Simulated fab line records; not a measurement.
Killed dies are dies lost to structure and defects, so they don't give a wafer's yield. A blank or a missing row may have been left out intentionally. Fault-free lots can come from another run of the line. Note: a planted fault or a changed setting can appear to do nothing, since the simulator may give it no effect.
Which tool did it? || flow n5Finfet || Sampling: 24 lots, 72 wafers, 6 of 1938 route steps

## WHAT THE GAUGES SHOWED, per wafer
N5_BEOL_M7_RS_MEAS_57: measurement is done with a four-point probe.
{"lot": "L076", "measured": "day 13 14:10", "on": "filmMetro-01", "M7_RS (ohm/sq)": "0.291 0.298 0.274"}
{"lot": "L074", "measured": "day 13 17:05", "on": "filmMetro-02", "M7_RS (ohm/sq)": "0.278 0.285 0.285"}
{"lot": "L075", "measured": "day 13 18:35", "on": "filmMetro-02", "M7_RS (ohm/sq)": "0.284 0.276 0.293"}
{"lot": "L077", "measured": "day 13 21:25", "on": "filmMetro-02", "M7_RS (ohm/sq)": "0.287 0.312 0.282"}
{"lot": "L079", "measured": "day 13 21:29", "on": "filmMetro-01", "M7_RS (ohm/sq)": "0.298 0.299 0.272"}
{"lot": "L078", "measured": "day 13 22:02", "on": "filmMetro-01", "M7_RS (ohm/sq)": "0.278 0.288 0.276"}
{"lot": "L081", "measured": "day 14 16:56", "on": "filmMetro-01", "M7_RS (ohm/sq)": "0.282 0.280 0.287"}
{"lot": "L080", "measured": "day 14 23:29", "on": "filmMetro-02", "M7_RS (ohm/sq)": "0.293 0.272 0.283"}
{"lot": "L083", "measured": "day 15 02:42", "on": "filmMetro-01", "M7_RS (ohm/sq)": "0.267 0.281 0.304"}
{"lot": "L082", "measured": "day 15 04:07", "on": "filmMetro-02", "M7_RS (ohm/sq)": "0.269 0.290 0.284"}
{"lot": "L085", "measured": "day 15 08:56", "on": "filmMetro-02", "M7_RS (ohm/sq)": "0.290 0.283 0.275"}
{"lot": "L084", "measured": "day 15 16:29", "on": "filmMetro-02", "M7_RS (ohm/sq)": "0.299 0.272 0.284"}
{"lot": "L086", "measured": "day 15 19:26", "on": "filmMetro-02", "M7_RS (ohm/sq)": "0.302 0.285 0.299"}
{"lot": "L089", "measured": "day 16 14:49", "on": "filmMetro-01", "M7_RS (ohm/sq)": "0.299 0.283 0.299"}
{"lot": "L091", "measured": "day 16 16:16", "on": "filmMetro-01", "M7_RS (ohm/sq)": "0.291 0.285 0.269"}
{"lot": "L088", "measured": "day 16 22:34", "on": "filmMetro-01", "M7_RS (ohm/sq)": "0.293 0.305 0.298"}
{"lot": "L087", "measured": "day 16 23:03", "on": "filmMetro-01", "M7_RS (ohm/sq)": "0.310 0.284 0.309"}
{"lot": "L092", "measured": "day 17 03:11", "on": "filmMetro-01", "M7_RS (ohm/sq)": "0.287 0.285 0.272"}
{"lot": "L090", "measured": "day 17 05:04", "on": "filmMetro-01", "M7_RS (ohm/sq)": "0.298 0.278 0.290"}
{"lot": "L093", "measured": "day 18 00:12", "on": "filmMetro-02", "M7_RS (ohm/sq)": "0.276 0.284 0.274"}
{"lot": "L094", "measured": "day 18 08:13", "on": "filmMetro-02", "M7_RS (ohm/sq)": "0.275 0.270 0.285"}
{"lot": "L095", "measured": "day 18 13:05", "on": "filmMetro-01", "M7_RS (ohm/sq)": "0.281 0.292 0.281"}
{"lot": "L096", "measured": "day 18 13:47", "on": "filmMetro-02", "M7_RS (ohm/sq)": "0.281 0.311 0.278"}
{"lot": "L097", "measured": "day 18 23:26", "on": "filmMetro-02", "M7_RS (ohm/sq)": "0.285 0.296 0.281"}

N5_BEOL_M7_INSPECT_58: inspects for defects (darkfield).
{"lot": "L076", "measured": "day 13 14:11", "on": "defectInspect-01", "rawDefectCount": "57 65 69"}
{"lot": "L074", "measured": "day 13 17:06", "on": "defectInspect-01", "rawDefectCount": "44 110 70"}
{"lot": "L075", "measured": "day 13 18:37", "on": "defectInspect-01", "rawDefectCount": "96 72 72"}
{"lot": "L077", "measured": "day 13 21:26", "on": "defectInspect-01", "rawDefectCount": "57 97 34"}
{"lot": "L079", "measured": "day 13 21:31", "on": "defectInspect-02", "rawDefectCount": "51 68 55"}
{"lot": "L078", "measured": "day 13 22:03", "on": "defectInspect-02", "rawDefectCount": "104 105 77"}
{"lot": "L081", "measured": "day 14 16:57", "on": "defectInspect-01", "rawDefectCount": "38 53 43"}
{"lot": "L080", "measured": "day 14 23:31", "on": "defectInspect-02", "rawDefectCount": "150 60 70"}
{"lot": "L083", "measured": "day 15 02:44", "on": "defectInspect-01", "rawDefectCount": "59 62 63"}
{"lot": "L082", "measured": "day 15 04:08", "on": "defectInspect-02", "rawDefectCount": "62 69 58"}
{"lot": "L085", "measured": "day 15 08:57", "on": "defectInspect-01", "rawDefectCount": "81 89 98"}
{"lot": "L084", "measured": "day 15 16:30", "on": "defectInspect-02", "rawDefectCount": "58 52 43"}
{"lot": "L086", "measured": "day 15 19:28", "on": "defectInspect-02", "rawDefectCount": "52 61 91"}
{"lot": "L089", "measured": "day 16 14:51", "on": "defectInspect-02", "rawDefectCount": "74 101 71"}
{"lot": "L091", "measured": "day 16 16:17", "on": "defectInspect-01", "rawDefectCount": "56 60 75"}
{"lot": "L088", "measured": "day 16 22:35", "on": "defectInspect-02", "rawDefectCount": "108 108 93"}
{"lot": "L087", "measured": "day 16 23:04", "on": "defectInspect-01", "rawDefectCount": "82 94 124"}
{"lot": "L092", "measured": "day 17 03:13", "on": "defectInspect-01", "rawDefectCount": "36 67 70"}
{"lot": "L090", "measured": "day 17 05:05", "on": "defectInspect-02", "rawDefectCount": "39 95 57"}
{"lot": "L093", "measured": "day 18 00:14", "on": "defectInspect-01", "rawDefectCount": "80 83 86"}
{"lot": "L094", "measured": "day 18 08:14", "on": "defectInspect-01", "rawDefectCount": "42 56 55"}
{"lot": "L095", "measured": "day 18 13:07", "on": "defectInspect-02", "rawDefectCount": "66 56 67"}
{"lot": "L096", "measured": "day 18 13:49", "on": "defectInspect-02", "rawDefectCount": "23 37 45"}
{"lot": "L097", "measured": "day 18 23:28", "on": "defectInspect-01", "rawDefectCount": "33 67 31"}

## WHAT TOOL EACH LOT RAN ON (gives the tool, then ch and the chambers of the sampled wafers, and finally the start)
{"lot": "L076", "N5_BEOL_M6_SURFACE_TREAT_79": "pvdSputter-02, day 13 03:35", "N5_BEOL_M6_SPUTTER_48": "pvdSputter-03, day 13 03:55", "N5_BEOL_M7_ETCH_61": "rieDiel-02 ch 0,1,2, day 13 07:45", "N5_BEOL_M7_SPUTTER_48": "pvdSputter-02, day 13 13:10"}
{"lot": "L074", "N5_BEOL_M6_SURFACE_TREAT_79": "pvdSputter-02, day 13 04:38", "N5_BEOL_M6_SPUTTER_48": "pvdSputter-03, day 13 04:52", "N5_BEOL_M7_ETCH_61": "rieDiel-02 ch 2,3, day 13 10:22", "N5_BEOL_M7_SPUTTER_48": "pvdSputter-02, day 13 15:58"}
{"lot": "L075", "N5_BEOL_M6_SURFACE_TREAT_79": "pvdSputter-01, day 13 09:40", "N5_BEOL_M6_SPUTTER_48": "pvdSputter-02, day 13 09:53", "N5_BEOL_M7_ETCH_61": "rieDiel-02 ch 2,3, day 13 13:49", "N5_BEOL_M7_SPUTTER_48": "pvdSputter-02, day 13 17:39"}
{"lot": "L077", "N5_BEOL_M6_SURFACE_TREAT_79": "pvdSputter-01, day 13 13:14", "N5_BEOL_M6_SPUTTER_48": "pvdSputter-01, day 13 13:25", "N5_BEOL_M7_ETCH_61": "rieDiel-02 ch 1,2,3, day 13 16:56", "N5_BEOL_M7_SPUTTER_48": "pvdSputter-03, day 13 20:28"}
{"lot": "L079", "N5_BEOL_M6_SURFACE_TREAT_79": "pvdSputter-03, day 13 13:17", "N5_BEOL_M6_SPUTTER_48": "pvdSputter-01, day 13 13:29", "N5_BEOL_M7_ETCH_61": "rieDiel-06 ch 0,1,2, day 13 16:59", "N5_BEOL_M7_SPUTTER_48": "pvdSputter-03, day 13 20:33"}
{"lot": "L078", "N5_BEOL_M6_SURFACE_TREAT_79": "pvdSputter-01, day 13 13:22", "N5_BEOL_M6_SPUTTER_48": "pvdSputter-01, day 13 13:34", "N5_BEOL_M7_ETCH_61": "rieDiel-03 ch 0,1,3, day 13 17:16", "N5_BEOL_M7_SPUTTER_48": "pvdSputter-03, day 13 20:52"}
{"lot": "L081", "N5_BEOL_M6_SURFACE_TREAT_79": "pvdSputter-03, day 14 09:21", "N5_BEOL_M6_SPUTTER_48": "pvdSputter-03, day 14 09:33", "N5_BEOL_M7_ETCH_61": "rieDiel-06 ch 1,2,3, day 14 12:08", "N5_BEOL_M7_SPUTTER_48": "pvdSputter-03, day 14 15:54"}
{"lot": "L080", "N5_BEOL_M6_SURFACE_TREAT_79": "pvdSputter-03, day 14 15:43", "N5_BEOL_M6_SPUTTER_48": "pvdSputter-01, day 14 15:59", "N5_BEOL_M7_ETCH_61": "rieDiel-06 ch 0,2, day 14 19:01", "N5_BEOL_M7_SPUTTER_48": "pvdSputter-03, day 14 22:27"}
{"lot": "L083", "N5_BEOL_M6_SURFACE_TREAT_79": "pvdSputter-02, day 14 18:24", "N5_BEOL_M6_SPUTTER_48": "pvdSputter-01, day 14 18:35", "N5_BEOL_M7_ETCH_61": "rieDiel-03 ch 1,3, day 14 21:40", "N5_BEOL_M7_SPUTTER_48": "pvdSputter-01, day 15 01:41"}
{"lot": "L082", "N5_BEOL_M6_SURFACE_TREAT_79": "pvdSputter-02, day 14 19:29", "N5_BEOL_M6_SPUTTER_48": "pvdSputter-02, day 14 19:49", "N5_BEOL_M7_ETCH_61": "rieDiel-02 ch 0,1,3, day 14 22:41", "N5_BEOL_M7_SPUTTER_48": "pvdSputter-02, day 15 02:53"}
{"lot": "L085", "N5_BEOL_M6_SURFACE_TREAT_79": "pvdSputter-03, day 14 22:01", "N5_BEOL_M6_SPUTTER_48": "pvdSputter-03, day 14 22:34", "N5_BEOL_M7_ETCH_61": "rieDiel-03 ch 0,1,3, day 15 01:55", "N5_BEOL_M7_SPUTTER_48": "pvdSputter-03, day 15 07:59"}
{"lot": "L084", "N5_BEOL_M6_SURFACE_TREAT_79": "pvdSputter-02, day 15 08:02", "N5_BEOL_M6_SPUTTER_48": "pvdSputter-01, day 15 08:18", "N5_BEOL_M7_ETCH_61": "rieDiel-02 ch 0,2,3, day 15 12:06", "N5_BEOL_M7_SPUTTER_48": "pvdSputter-02, day 15 15:14"}
{"lot": "L086", "N5_BEOL_M6_SURFACE_TREAT_79": "pvdSputter-01, day 15 10:40", "N5_BEOL_M6_SPUTTER_48": "pvdSputter-02, day 15 10:57", "N5_BEOL_M7_ETCH_61": "rieDiel-02 ch 0,1, day 15 14:28", "N5_BEOL_M7_SPUTTER_48": "pvdSputter-03, day 15 18:30"}
{"lot": "L089", "N5_BEOL_M6_SURFACE_TREAT_79": "pvdSputter-03, day 16 03:56", "N5_BEOL_M6_SPUTTER_48": "pvdSputter-02, day 16 05:22", "N5_BEOL_M7_ETCH_61": "rieDiel-03 ch 0,1, day 16 08:01", "N5_BEOL_M7_SPUTTER_48": "pvdSputter-01, day 16 13:52"}
{"lot": "L091", "N5_BEOL_M6_SURFACE_TREAT_79": "pvdSputter-03, day 16 07:57", "N5_BEOL_M6_SPUTTER_48": "pvdSputter-01, day 16 08:25", "N5_BEOL_M7_ETCH_61": "rieDiel-06 ch 2,3, day 16 12:11", "N5_BEOL_M7_SPUTTER_48": "pvdSputter-02, day 16 15:19"}
{"lot": "L088", "N5_BEOL_M6_SURFACE_TREAT_79": "pvdSputter-03, day 16 12:59", "N5_BEOL_M6_SPUTTER_48": "pvdSputter-01, day 16 13:23", "N5_BEOL_M7_ETCH_61": "rieDiel-06 ch 0,1,3, day 16 18:11", "N5_BEOL_M7_SPUTTER_48": "pvdSputter-03, day 16 21:25"}
{"lot": "L087", "N5_BEOL_M6_SURFACE_TREAT_79": "pvdSputter-01, day 16 13:30", "N5_BEOL_M6_SPUTTER_48": "pvdSputter-01, day 16 13:56", "N5_BEOL_M7_ETCH_61": "rieDiel-03 ch 0,3, day 16 18:26", "N5_BEOL_M7_SPUTTER_48": "pvdSputter-01, day 16 21:37"}
{"lot": "L092", "N5_BEOL_M6_SURFACE_TREAT_79": "pvdSputter-02, day 16 18:55", "N5_BEOL_M6_SPUTTER_48": "pvdSputter-02, day 16 19:16", "N5_BEOL_M7_ETCH_61": "rieDiel-06 ch 1,2,3, day 16 22:35", "N5_BEOL_M7_SPUTTER_48": "pvdSputter-03, day 17 02:07"}
{"lot": "L090", "N5_BEOL_M6_SURFACE_TREAT_79": "pvdSputter-02, day 16 19:20", "N5_BEOL_M6_SPUTTER_48": "pvdSputter-03, day 16 19:53", "N5_BEOL_M7_ETCH_61": "rieDiel-03 ch 0,3, day 16 23:15", "N5_BEOL_M7_SPUTTER_48": "pvdSputter-03, day 17 04:08"}
{"lot": "L093", "N5_BEOL_M6_SURFACE_TREAT_79": "pvdSputter-01, day 17 13:01", "N5_BEOL_M6_SPUTTER_48": "pvdSputter-01, day 17 13:29", "N5_BEOL_M7_ETCH_61": "rieDiel-02 ch 1,3, day 17 17:51", "N5_BEOL_M7_SPUTTER_48": "pvdSputter-02, day 17 23:02"}
{"lot": "L094", "N5_BEOL_M6_SURFACE_TREAT_79": "pvdSputter-02, day 17 23:14", "N5_BEOL_M6_SPUTTER_48": "pvdSputter-02, day 17 23:35", "N5_BEOL_M7_ETCH_61": "rieDiel-03 ch 0,1,3, day 18 04:24", "N5_BEOL_M7_SPUTTER_48": "pvdSputter-01, day 18 07:13"}
{"lot": "L095", "N5_BEOL_M6_SURFACE_TREAT_79": "pvdSputter-01, day 17 23:39", "N5_BEOL_M6_SPUTTER_48": "pvdSputter-02, day 17 23:55", "N5_BEOL_M7_ETCH_61": "rieDiel-03 ch 1,2, day 18 04:41", "N5_BEOL_M7_SPUTTER_48": "pvdSputter-03, day 18 11:46"}
{"lot": "L096", "N5_BEOL_M6_SURFACE_TREAT_79": "pvdSputter-03, day 18 05:04", "N5_BEOL_M6_SPUTTER_48": "pvdSputter-03, day 18 05:17", "N5_BEOL_M7_ETCH_61": "rieDiel-03 ch 0,1, day 18 08:27", "N5_BEOL_M7_SPUTTER_48": "pvdSputter-03, day 18 12:52"}
{"lot": "L097", "N5_BEOL_M6_SURFACE_TREAT_79": "pvdSputter-01, day 18 13:30", "N5_BEOL_M6_SPUTTER_48": "pvdSputter-01, day 18 13:49", "N5_BEOL_M7_ETCH_61": "rieDiel-02 ch 0,1,2, day 18 17:17", "N5_BEOL_M7_SPUTTER_48": "pvdSputter-02, day 18 21:21"}
- N5_BEOL_M6_SURFACE_TREAT_79
- N5_BEOL_M6_SPUTTER_48: material Cu, target thk 10 nm, time 1.667 s.
- N5_BEOL_M7_ETCH_61: etches SiARC in CF4, target depth 45.5 nm, time 75.8 s.
- N5_BEOL_M7_SPUTTER_48: material Cu, target thk 10 nm, time 1.667 s.

## WHAT THE TOOLS THEMSELVES READ (means of the sampled wafers that have a number; where no wafer has one, the mark that the record gives instead)
N5_BEOL_M6_SPUTTER_48.
{"lot": "L076", "tool": "pvdSputter-03", "substrateTempC (C)": -20.07, "throttleValvePct (%)": 29.6}
{"lot": "L074", "tool": "pvdSputter-03", "substrateTempC (C)": -20.05, "throttleValvePct (%)": 29.9}
{"lot": "L075", "tool": "pvdSputter-02", "substrateTempC (C)": -20.02, "throttleValvePct (%)": 29.8}
{"lot": "L077", "tool": "pvdSputter-01", "substrateTempC (C)": -20.04, "throttleValvePct (%)": 30.9}
{"lot": "L079", "tool": "pvdSputter-01", "substrateTempC (C)": -20.06, "throttleValvePct (%)": 31.2}
{"lot": "L078", "tool": "pvdSputter-01", "substrateTempC (C)": -19.86, "throttleValvePct (%)": 30.7}
{"lot": "L081", "tool": "pvdSputter-03", "substrateTempC (C)": -19.91, "throttleValvePct (%)": 31.2}
{"lot": "L080", "tool": "pvdSputter-01", "substrateTempC (C)": -20.07, "throttleValvePct (%)": 30.7}
{"lot": "L083", "tool": "pvdSputter-01", "substrateTempC (C)": -19.96, "throttleValvePct (%)": 30.5}
{"lot": "L082", "tool": "pvdSputter-02", "substrateTempC (C)": -20.01, "throttleValvePct (%)": 29.9}
{"lot": "L085", "tool": "pvdSputter-03", "substrateTempC (C)": -19.95, "throttleValvePct (%)": 30.4}
{"lot": "L084", "tool": "pvdSputter-01", "substrateTempC (C)": -20.07, "throttleValvePct (%)": 30.2}
{"lot": "L086", "tool": "pvdSputter-02", "substrateTempC (C)": -20.00, "throttleValvePct (%)": 30.5}
{"lot": "L089", "tool": "pvdSputter-02", "substrateTempC (C)": -20.14, "throttleValvePct (%)": 30.5}
{"lot": "L091", "tool": "pvdSputter-01", "substrateTempC (C)": -19.98, "throttleValvePct (%)": 31.3}
{"lot": "L088", "tool": "pvdSputter-01", "substrateTempC (C)": -20.00, "throttleValvePct (%)": 29.1}
{"lot": "L087", "tool": "pvdSputter-01", "substrateTempC (C)": -19.90, "throttleValvePct (%)": 31.4}
{"lot": "L092", "tool": "pvdSputter-02", "substrateTempC (C)": -20.07, "throttleValvePct (%)": 30.5}
{"lot": "L090", "tool": "pvdSputter-03", "substrateTempC (C)": -19.98, "throttleValvePct (%)": 29.3}
{"lot": "L093", "tool": "pvdSputter-01", "substrateTempC (C)": -19.92, "throttleValvePct (%)": 30.7}
{"lot": "L094", "tool": "pvdSputter-02", "substrateTempC (C)": -20.03, "throttleValvePct (%)": 30.0}
{"lot": "L095", "tool": "pvdSputter-02", "substrateTempC (C)": -19.98, "throttleValvePct (%)": 30.0}
{"lot": "L096", "tool": "pvdSputter-03", "substrateTempC (C)": -20.03, "throttleValvePct (%)": 31.1}
{"lot": "L097", "tool": "pvdSputter-01", "substrateTempC (C)": -20.08, "throttleValvePct (%)": 30.2}

N5_BEOL_M7_ETCH_61.
{"lot": "L076", "tool": "rieDiel-02", "drypumpMotorCurrentA (A)": 5.5, "etchRfOnTimeS (s)": 75.5, "oesProductAu (a.u.)": 0.63, "rfVppV (V)": 183.7, "showerheadPlenumPTorr (Torr)": 2.10, "throttleValvePct (%)": 15.9}
{"lot": "L074", "tool": "rieDiel-02", "drypumpMotorCurrentA (A)": 5.5, "etchRfOnTimeS (s)": 77.3, "oesProductAu (a.u.)": 0.65, "rfVppV (V)": 185.1, "showerheadPlenumPTorr (Torr)": 2.19, "throttleValvePct (%)": 15.6}
{"lot": "L075", "tool": "rieDiel-02", "drypumpMotorCurrentA (A)": 5.5, "etchRfOnTimeS (s)": 77.2, "oesProductAu (a.u.)": 0.65, "rfVppV (V)": 185.1, "showerheadPlenumPTorr (Torr)": 2.19, "throttleValvePct (%)": 15.6}
{"lot": "L077", "tool": "rieDiel-02", "drypumpMotorCurrentA (A)": 5.4, "etchRfOnTimeS (s)": 76.6, "oesProductAu (a.u.)": 0.63, "rfVppV (V)": 183.1, "showerheadPlenumPTorr (Torr)": 2.15, "throttleValvePct (%)": 15.8}
{"lot": "L079", "tool": "rieDiel-06", "drypumpMotorCurrentA (A)": 5.7, "etchRfOnTimeS (s)": 76.8, "oesProductAu (a.u.)": 0.66, "rfVppV (V)": 184.1, "showerheadPlenumPTorr (Torr)": 2.13, "throttleValvePct (%)": 15.6}
{"lot": "L078", "tool": "rieDiel-03", "drypumpMotorCurrentA (A)": 5.8, "etchRfOnTimeS (s)": 75.1, "oesProductAu (a.u.)": 0.74, "rfVppV (V)": 184.5, "showerheadPlenumPTorr (Torr)": 2.15, "throttleValvePct (%)": 15.5}
{"lot": "L081", "tool": "rieDiel-06", "drypumpMotorCurrentA (A)": 5.6, "etchRfOnTimeS (s)": 76.3, "oesProductAu (a.u.)": 0.67, "rfVppV (V)": 184.3, "showerheadPlenumPTorr (Torr)": 2.18, "throttleValvePct (%)": 15.8}
{"lot": "L080", "tool": "rieDiel-06", "drypumpMotorCurrentA (A)": 5.8, "etchRfOnTimeS (s)": 77.1, "oesProductAu (a.u.)": 0.64, "rfVppV (V)": 184.2, "showerheadPlenumPTorr (Torr)": 2.18, "throttleValvePct (%)": 15.4}
{"lot": "L083", "tool": "rieDiel-03", "drypumpMotorCurrentA (A)": 6.1, "etchRfOnTimeS (s)": 75.7, "oesProductAu (a.u.)": 0.75, "rfVppV (V)": 184.9, "showerheadPlenumPTorr (Torr)": 2.17, "throttleValvePct (%)": 15.4}
{"lot": "L082", "tool": "rieDiel-02", "drypumpMotorCurrentA (A)": 5.3, "etchRfOnTimeS (s)": 74.5, "oesProductAu (a.u.)": 0.67, "rfVppV (V)": 184.4, "showerheadPlenumPTorr (Torr)": 2.16, "throttleValvePct (%)": 15.7}
{"lot": "L085", "tool": "rieDiel-03", "drypumpMotorCurrentA (A)": 5.8, "etchRfOnTimeS (s)": 74.0, "oesProductAu (a.u.)": 0.73, "rfVppV (V)": 183.5, "showerheadPlenumPTorr (Torr)": 2.15, "throttleValvePct (%)": 15.5}
{"lot": "L084", "tool": "rieDiel-02", "drypumpMotorCurrentA (A)": 5.7, "etchRfOnTimeS (s)": 76.1, "oesProductAu (a.u.)": 0.63, "rfVppV (V)": 183.7, "showerheadPlenumPTorr (Torr)": 2.13, "throttleValvePct (%)": 15.8}
{"lot": "L086", "tool": "rieDiel-02", "drypumpMotorCurrentA (A)": 5.1, "etchRfOnTimeS (s)": 73.7, "oesProductAu (a.u.)": 0.65, "rfVppV (V)": 183.6, "showerheadPlenumPTorr (Torr)": 2.13, "throttleValvePct (%)": 15.9}
{"lot": "L089", "tool": "rieDiel-03", "drypumpMotorCurrentA (A)": 5.7, "etchRfOnTimeS (s)": 72.9, "oesProductAu (a.u.)": 0.78, "rfVppV (V)": 184.9, "showerheadPlenumPTorr (Torr)": 2.15, "throttleValvePct (%)": 15.3}
{"lot": "L091", "tool": "rieDiel-06", "drypumpMotorCurrentA (A)": 5.5, "etchRfOnTimeS (s)": 75.5, "oesProductAu (a.u.)": 0.70, "rfVppV (V)": 185.1, "showerheadPlenumPTorr (Torr)": 2.26, "throttleValvePct (%)": 15.7}
{"lot": "L088", "tool": "rieDiel-06", "drypumpMotorCurrentA (A)": 5.6, "etchRfOnTimeS (s)": 75.8, "oesProductAu (a.u.)": 0.69, "rfVppV (V)": 182.6, "showerheadPlenumPTorr (Torr)": 2.15, "throttleValvePct (%)": 15.8}
{"lot": "L087", "tool": "rieDiel-03", "drypumpMotorCurrentA (A)": 5.6, "etchRfOnTimeS (s)": 73.3, "oesProductAu (a.u.)": 0.69, "rfVppV (V)": 183.6, "showerheadPlenumPTorr (Torr)": 2.12, "throttleValvePct (%)": 15.7}
{"lot": "L092", "tool": "rieDiel-06", "drypumpMotorCurrentA (A)": 5.6, "etchRfOnTimeS (s)": 76.3, "oesProductAu (a.u.)": 0.65, "rfVppV (V)": 184.9, "showerheadPlenumPTorr (Torr)": 2.18, "throttleValvePct (%)": 15.8}
{"lot": "L090", "tool": "rieDiel-03", "drypumpMotorCurrentA (A)": 6.0, "etchRfOnTimeS (s)": 75.2, "oesProductAu (a.u.)": 0.64, "rfVppV (V)": 184.2, "showerheadPlenumPTorr (Torr)": 2.13, "throttleValvePct (%)": 15.8}
{"lot": "L093", "tool": "rieDiel-02", "drypumpMotorCurrentA (A)": 5.2, "etchRfOnTimeS (s)": 75.1, "oesProductAu (a.u.)": 0.65, "rfVppV (V)": 184.0, "showerheadPlenumPTorr (Torr)": 2.21, "throttleValvePct (%)": 15.6}
{"lot": "L094", "tool": "rieDiel-03", "drypumpMotorCurrentA (A)": 5.9, "etchRfOnTimeS (s)": 74.3, "oesProductAu (a.u.)": 0.70, "rfVppV (V)": 183.8, "showerheadPlenumPTorr (Torr)": 2.14, "throttleValvePct (%)": 15.6}
{"lot": "L095", "tool": "rieDiel-03", "drypumpMotorCurrentA (A)": 6.0, "etchRfOnTimeS (s)": 74.3, "oesProductAu (a.u.)": 0.80, "rfVppV (V)": 185.5, "showerheadPlenumPTorr (Torr)": 2.23, "throttleValvePct (%)": 15.0}
{"lot": "L096", "tool": "rieDiel-03", "drypumpMotorCurrentA (A)": 5.7, "etchRfOnTimeS (s)": 73.9, "oesProductAu (a.u.)": 0.75, "rfVppV (V)": 184.1, "showerheadPlenumPTorr (Torr)": 2.14, "throttleValvePct (%)": 15.4}
{"lot": "L097", "tool": "rieDiel-02", "drypumpMotorCurrentA (A)": 5.5, "etchRfOnTimeS (s)": 77.2, "oesProductAu (a.u.)": 0.68, "rfVppV (V)": 184.2, "showerheadPlenumPTorr (Torr)": 2.17, "throttleValvePct (%)": 15.8}

N5_BEOL_M7_SPUTTER_48.
{"lot": "L076", "tool": "pvdSputter-02", "substrateTempC (C)": -19.97, "throttleValvePct (%)": 30.4}
{"lot": "L074", "tool": "pvdSputter-02", "substrateTempC (C)": -20.05, "throttleValvePct (%)": 30.0}
{"lot": "L075", "tool": "pvdSputter-02", "substrateTempC (C)": -19.90, "throttleValvePct (%)": 30.5}
{"lot": "L077", "tool": "pvdSputter-03", "substrateTempC (C)": -19.92, "throttleValvePct (%)": 29.7}
{"lot": "L079", "tool": "pvdSputter-03", "substrateTempC (C)": -20.05, "throttleValvePct (%)": 29.0}
{"lot": "L078", "tool": "pvdSputter-03", "substrateTempC (C)": -19.96, "throttleValvePct (%)": 28.9}
{"lot": "L081", "tool": "pvdSputter-03", "substrateTempC (C)": -20.05, "throttleValvePct (%)": 28.9}
{"lot": "L080", "tool": "pvdSputter-03", "substrateTempC (C)": -20.12, "throttleValvePct (%)": 29.7}
{"lot": "L083", "tool": "pvdSputter-01", "substrateTempC (C)": -19.94, "throttleValvePct (%)": 30.3}
{"lot": "L082", "tool": "pvdSputter-02", "substrateTempC (C)": -20.17, "throttleValvePct (%)": 30.1}
{"lot": "L085", "tool": "pvdSputter-03", "substrateTempC (C)": -20.05, "throttleValvePct (%)": 29.2}
{"lot": "L084", "tool": "pvdSputter-02", "substrateTempC (C)": -19.91, "throttleValvePct (%)": 30.4}
{"lot": "L086", "tool": "pvdSputter-03", "substrateTempC (C)": -20.02, "throttleValvePct (%)": 31.2}
{"lot": "L089", "tool": "pvdSputter-01", "substrateTempC (C)": -20.00, "throttleValvePct (%)": 31.7}
{"lot": "L091", "tool": "pvdSputter-02", "substrateTempC (C)": -20.01, "throttleValvePct (%)": 30.4}
{"lot": "L088", "tool": "pvdSputter-03", "substrateTempC (C)": -20.14, "throttleValvePct (%)": 30.6}
{"lot": "L087", "tool": "pvdSputter-01", "substrateTempC (C)": -20.10, "throttleValvePct (%)": 30.8}
{"lot": "L092", "tool": "pvdSputter-03", "substrateTempC (C)": -20.02, "throttleValvePct (%)": 30.7}
{"lot": "L090", "tool": "pvdSputter-03", "substrateTempC (C)": -19.96, "throttleValvePct (%)": 29.8}
{"lot": "L093", "tool": "pvdSputter-02", "substrateTempC (C)": -20.02, "throttleValvePct (%)": 30.5}
{"lot": "L094", "tool": "pvdSputter-01", "substrateTempC (C)": -20.02, "throttleValvePct (%)": 30.2}
{"lot": "L095", "tool": "pvdSputter-03", "substrateTempC (C)": -20.12, "throttleValvePct (%)": 30.2}
{"lot": "L096", "tool": "pvdSputter-03", "substrateTempC (C)": -19.96, "throttleValvePct (%)": 28.5}
{"lot": "L097", "tool": "pvdSputter-02", "substrateTempC (C)": -20.04, "throttleValvePct (%)": 30.4}

## THE ANSWER, worked out from the rows above alone
Rule: what is usual is taken from the lots themselves. Put in order of their means at a reading, lots are off if they are a third of the lots or fewer, leave a main group of 4 or more, and stand apart from it by a gap of 3 or more times the standard deviation of the main group's means; of several such gaps the widest counts. Not used: any main group whose means are identical at the precision the tables above print for the reading. Also off: a lot with no number at a reading for which 4 or more lots have one. Any other lot the step has rows for is counted as sound. First the gauges in route order, then the tools' own readings, where a lot's mean is used as printed above. The first step at which some lot is off is used, and at that step the reading that is off furthest; a lot without a number counts as furthest.
Across all readings shown, no lot is off: no conclusion can be drawn from this.

## WHAT THE SIMULATOR HAD PUT IN
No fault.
